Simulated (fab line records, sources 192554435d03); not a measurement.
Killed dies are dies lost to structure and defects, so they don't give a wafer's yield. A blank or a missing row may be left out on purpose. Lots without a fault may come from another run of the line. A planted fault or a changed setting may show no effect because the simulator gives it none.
Split-lot experiment | flow n5_finfet | 7 lots, 21 wafers read, on a route of 1938 steps

THE SPLIT
At N5_BEOL_M8_COAT_22 (resist thk 30 nm), the setting spin_rpm was moved away from the recipe's 1500 rpm on 6 of the 21 wafers read, by +3.0% to +10.6%. The other wafers ran this setting at the recipe's value.

FROM THE SPLIT TO THE READING: what the file shows between them, 2 steps
- N5_BEOL_M8_EBR_24
- N5_BEOL_M8_SOFTBAKE_23: time 60 s

THE READING
CAR-EUV_of_BEOL_M8_COAT_22.thk_nm (the simulator's own value, which no gauge read), in nm, at N5_BEOL_M8_DESCUM_33 (chemistry O2, time 7 s). The file gives no usual value for it. The 15 wafers here that ran the recipe average 26.2 nm, standard deviation 0.11 nm.

wafer  | tool, chamber at the split | spin_rpm as run, rpm | against the recipe | CAR-EUV_of_BEOL_M8_COAT_22.thk_nm, nm | against lot-mates on the recipe
L077.1 | litho_track-04, 0          | 1647                 | +9.8%              | 24.8                                  | -1.3
L077.2 | litho_track-04, 0          | 1500                 | recipe             | 26                                    | -
L077.6 | litho_track-04, 0          | 1500                 | recipe             | 26.2                                  | -
L076.1 | litho_track-02, 0          | 1500                 | recipe             | 26                                    | -
L076.3 | litho_track-02, 0          | 1563                 | +4.2%              | 25.4                                  | -0.6
L076.5 | litho_track-02, 0          | 1563                 | +4.2%              | 25.4                                  | -0.6
L082.2 | litho_track-02, 0          | 1500                 | recipe             | 26.2                                  | -
L082.3 | litho_track-02, 0          | 1500                 | recipe             | 26.2                                  | -
L082.5 | litho_track-02, 0          | 1500                 | recipe             | 26.2                                  | -
L079.4 | litho_track-04, 0          | 1500                 | recipe             | 26.2                                  | -
L079.5 | litho_track-04, 0          | 1545                 | +3.0%              | 25.8                                  | -0.3
L079.6 | litho_track-04, 0          | 1500                 | recipe             | 26                                    | -
L081.1 | litho_track-02, 0          | 1500                 | recipe             | 26.4                                  | -
L081.5 | litho_track-02, 0          | 1500                 | recipe             | 26.2                                  | -
L081.6 | litho_track-02, 0          | 1500                 | recipe             | 26.2                                  | -
L087.1 | litho_track-04, 0          | 1500                 | recipe             | 26.2                                  | -
L087.2 | litho_track-04, 0          | 1500                 | recipe             | 26.2                                  | -
L087.4 | litho_track-04, 0          | 1500                 | recipe             | 26.2                                  | -
L086.1 | litho_track-05, 0          | 1500                 | recipe             | 26                                    | -
L086.2 | litho_track-05, 0          | 1659                 | +10.6%             | 24.8                                  | -1.2
L086.4 | litho_track-05, 0          | 1659                 | +10.6%             | 24.6                                  | -1.4

THE FIT
A straight line over all 21 wafers: CAR-EUV_of_BEOL_M8_COAT_22.thk_nm changes by -0.141 nm for each +1% of spin_rpm; r = -0.98; the points scatter about the line by 0.12 nm.
The same after taking each lot's own level away (the mean of its wafers on the recipe; 21 wafers): -0.126 nm for each +1%; r = -0.99; scatter 0.076 nm.
On that fit, the largest move of spin_rpm shifts the reading by 1.3 nm.
The lots' own levels span 26.00 to 26.27 nm, that is 2.5 times the standard deviation above.
So the lot-to-lot level changes the slope: the two fits differ.
Check: with one of the wafers moved furthest among these (+10.6%) left out of the fit, the line predicts -1.41 nm for it against its lot-mates. It came out at -1.2 nm against them.

THE WHOLE CHAIN: every reading that the file lists as answering this split, in the file's order
step                 | what it does           | reading                                                                            | change (the file's fit)               | r (the file's)
N5_BEOL_M8_COAT_22   | resist thk 30 nm       | CAR-EUV_of_BEOL_M8_COAT_22.thk_nm (the simulator's own value, which no gauge read) | -0.139 nm for each +1% of the setting | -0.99
N5_BEOL_M8_DESCUM_33 | chemistry O2, time 7 s | CAR-EUV_of_BEOL_M8_COAT_22.thk_nm (the simulator's own value, which no gauge read) | -0.127 nm for each +1% of the setting | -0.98

THE FILE'S OWN FIT
CAR-EUV_of_BEOL_M8_COAT_22.thk_nm changes by -0.127 nm for each +1% of spin_rpm, r = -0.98.
